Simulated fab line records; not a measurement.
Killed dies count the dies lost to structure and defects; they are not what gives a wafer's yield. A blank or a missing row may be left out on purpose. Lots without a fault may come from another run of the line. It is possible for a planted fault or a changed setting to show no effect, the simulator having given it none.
Split-lot study | flow n5_finfet | 21 wafers read across 7 lots, on a route 1938 steps long

== THE SPLIT ==
At N5_BEOL_M13_COAT_65 (time 60 s, resist thk 350 nm), the setting spin_rpm was moved away from the recipe's 1500 rpm on 6 of the 21 wafers read, by -7.0% to +11.1%. All remaining wafers had this setting at the recipe value.

Reading taken at the split's own step.

== THE READING ==
SOC_of_BEOL_M13_COAT_65.thk_nm (the simulator's own value, which no gauge read), in nm, at N5_BEOL_M13_COAT_65 (time 60 s, resist thk 350 nm). The file does not state a usual value for it. Here, 15 wafers ran the recipe; their average is 349.9 nm with a standard deviation of 1.1 nm.

wafer  | tool, chamber at the split | spin_rpm as run, rpm | against the recipe | SOC_of_BEOL_M13_COAT_65.thk_nm, nm | against lot-mates on the recipe
L080.1 | litho_track-03, 0          | 1395                 | -7.0%              | 363                                | +13.2
L080.3 | litho_track-03, 0          | 1500                 | recipe             | 349.8                              | -
L080.6 | litho_track-03, 0          | 1395                 | -7.0%              | 362.2                              | +12.4
L081.1 | litho_track-05, 0          | 1612                 | +7.5%              | 338.6                              | -11.4
L081.4 | litho_track-05, 0          | 1612                 | +7.5%              | 337.6                              | -12.4
L081.6 | litho_track-05, 0          | 1500                 | recipe             | 350                                | -
L082.2 | litho_track-05, 0          | 1500                 | recipe             | 349.8                              | -
L082.4 | litho_track-05, 0          | 1500                 | recipe             | 350.8                              | -
L082.5 | litho_track-05, 0          | 1666                 | +11.1%             | 332.4                              | -17.9
L083.4 | litho_track-03, 0          | 1500                 | recipe             | 351.6                              | -
L083.5 | litho_track-03, 0          | 1500                 | recipe             | 351.6                              | -
L083.6 | litho_track-03, 0          | 1500                 | recipe             | 351                                | -
L089.2 | litho_track-05, 0          | 1500                 | recipe             | 350                                | -
L089.3 | litho_track-05, 0          | 1500                 | recipe             | 350.8                              | -
L089.4 | litho_track-05, 0          | 1500                 | recipe             | 350.6                              | -
L093.1 | litho_track-03, 0          | 1500                 | recipe             | 348                                | -
L093.5 | litho_track-03, 0          | 1500                 | recipe             | 348                                | -
L093.4 | litho_track-03, 0          | 1500                 | recipe             | 348.8                              | -
L094.2 | litho_track-05, 0          | 1654                 | +10.3%             | 332.6                              | -16.3
L094.3 | litho_track-05, 0          | 1500                 | recipe             | 348.6                              | -
L094.6 | litho_track-05, 0          | 1500                 | recipe             | 349.2                              | -

FIT RESULTS
A straight line over all 21 wafers: SOC_of_BEOL_M13_COAT_65.thk_nm changes by -1.67 nm for each +1% of spin_rpm; r = -0.99; the points scatter about the line by 1.1 nm.
The same after taking each lot's own level away (the mean of its wafers on the recipe; 21 wafers): -1.66 nm for each +1%; r = -1.00; scatter 0.54 nm.
On that fit, the largest move of spin_rpm shifts the reading by 18 nm.
The lots' own levels span 348.27 to 351.40 nm, that is 2.7 times the standard deviation above.
Hence the lot-to-lot level has little effect on the slope; both slopes agree.
Check: for one of the wafers moved furthest among these (+11.1%), held out of the fit, the line's prediction against its lot-mates is -18.3 nm. It came out at -17.9 nm against them.

== OTHER SPLITS ON THESE WAFERS ==
Note: prior to the reading, these wafers also went through further splits. Each is held against what the fit with the lots' levels taken away leaves over:
other split on the same wafers | wafers away from the commonest value | r with SOC_of_BEOL_M13_COAT_65.thk_nm (lot level and that fit taken away)
N5_BEOL_M11_PEB_26 peb_time_s  | 6                                    | +0.14
N5_BEOL_M11_VIA_ETCH_34 time_s | 8                                    | +0.04
N5_BEOL_M12_SPUTTER_43 power_w | 6                                    | +0.02

== THE FILE'S OWN FIT ==
SOC_of_BEOL_M13_COAT_65.thk_nm changes by -1.64 nm for each +1% of spin_rpm, r = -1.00.
